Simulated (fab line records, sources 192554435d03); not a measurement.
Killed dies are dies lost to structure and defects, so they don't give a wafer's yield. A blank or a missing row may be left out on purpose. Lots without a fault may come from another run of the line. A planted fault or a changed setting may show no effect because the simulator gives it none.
Split-lot experiment | flow n5_finfet | 7 lots, 21 wafers read, on a route of 1938 steps

THE SPLIT
At N5_FIN_SAQP_COAT_68 (time 60 s, resist thk 100 nm), the setting spin_rpm was moved away from the recipe's 1500 rpm on 8 of the 21 wafers read, by -9.3% to +9.5%. The other wafers ran this setting at the recipe's value.

The reading is taken at the split's own step.

THE READING
SOC_of_FIN_SAQP_COAT_68.thk_nm (the simulator's own value, which no gauge read), in nm, at N5_FIN_SAQP_COAT_68 (time 60 s, resist thk 100 nm). The file gives no usual value for it. The 13 wafers here that ran the recipe average 100.2 nm, standard deviation 0.16 nm.

wafer  | tool, chamber at the split | spin_rpm as run, rpm | against the recipe | SOC_of_FIN_SAQP_COAT_68.thk_nm, nm | against lot-mates on the recipe
L082.1 | litho_track-04, 0          | 1457                 | -2.9%              | 101.8                              | +1.4
L082.2 | litho_track-04, 0          | 1500                 | recipe             | 100.4                              | -
L082.3 | litho_track-04, 0          | 1457                 | -2.9%              | 102                                | +1.6
L083.4 | litho_track-04, 0          | 1500                 | recipe             | 100                                | -
L083.5 | litho_track-04, 0          | 1500                 | recipe             | 100.2                              | -
L083.6 | litho_track-04, 0          | 1372                 | -8.5%              | 104.8                              | +4.7
L087.2 | litho_track-03, 0          | 1500                 | recipe             | 100.2                              | -
L087.6 | litho_track-03, 0          | 1500                 | recipe             | 100.2                              | -
L087.5 | litho_track-03, 0          | 1500                 | recipe             | 100.4                              | -
L088.2 | litho_track-03, 0          | 1500                 | recipe             | 100.2                              | -
L088.5 | litho_track-03, 0          | 1377                 | -8.2%              | 104.2                              | +4.0
L088.6 | litho_track-03, 0          | 1377                 | -8.2%              | 104.6                              | +4.4
L089.1 | litho_track-04, 0          | 1642                 | +9.5%              | 95.6                               | -4.4
L089.5 | litho_track-04, 0          | 1500                 | recipe             | 100                                | -
L089.6 | litho_track-04, 0          | 1500                 | recipe             | 100                                | -
L093.1 | litho_track-02, 0          | 1500                 | recipe             | 100.4                              | -
L093.5 | litho_track-02, 0          | 1500                 | recipe             | 100.4                              | -
L093.3 | litho_track-02, 0          | 1500                 | recipe             | 100.2                              | -
L094.1 | litho_track-04, 0          | 1500                 | recipe             | 100                                | -
L094.4 | litho_track-04, 0          | 1360                 | -9.3%              | 105                                | +5.0
L094.5 | litho_track-04, 0          | 1360                 | -9.3%              | 105                                | +5.0

THE FIT
A straight line over all 21 wafers: SOC_of_FIN_SAQP_COAT_68.thk_nm changes by -0.511 nm for each +1% of spin_rpm; r = -1.00; the points scatter about the line by 0.18 nm.
The same after taking each lot's own level away (the mean of its wafers on the recipe; 21 wafers): -0.513 nm for each +1%; r = -1.00; scatter 0.16 nm.
On that fit, the largest move of spin_rpm shifts the reading by 4.9 nm.
The lots' own levels span 100.00 to 100.40 nm, that is 2.5 times the standard deviation above.
So the lot-to-lot level changes the slope little: the two slopes agree.
Check: with one of the wafers moved furthest among these (+9.5%) left out of the fit, the line predicts -5.02 nm for it against its lot-mates. It came out at -4.4 nm against them.

OTHER SPLITS ON THESE WAFERS
These wafers also went through other splits before the reading. Each is held against what the fit with the lots' levels taken away leaves over:
other split on the same wafers  | wafers away from the commonest value | r with SOC_of_FIN_SAQP_COAT_68.thk_nm (lot level and that fit taken away)
N5_ZERO_LAYER_EXPOSE_08 dose_mj | 5                                    | +0.20
N5_WELL_APT_COAT_02 spin_rpm    | 7                                    | +0.21
N5_FIN_SAQP_ALD_61 ald_cycles   | 10                                   | -0.01
N5_FIN_SAQP_COAT_50 spin_rpm    | 11                                   | -0.17

THE FILE'S OWN FIT
SOC_of_FIN_SAQP_COAT_68.thk_nm changes by -0.514 nm for each +1% of spin_rpm, r = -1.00.
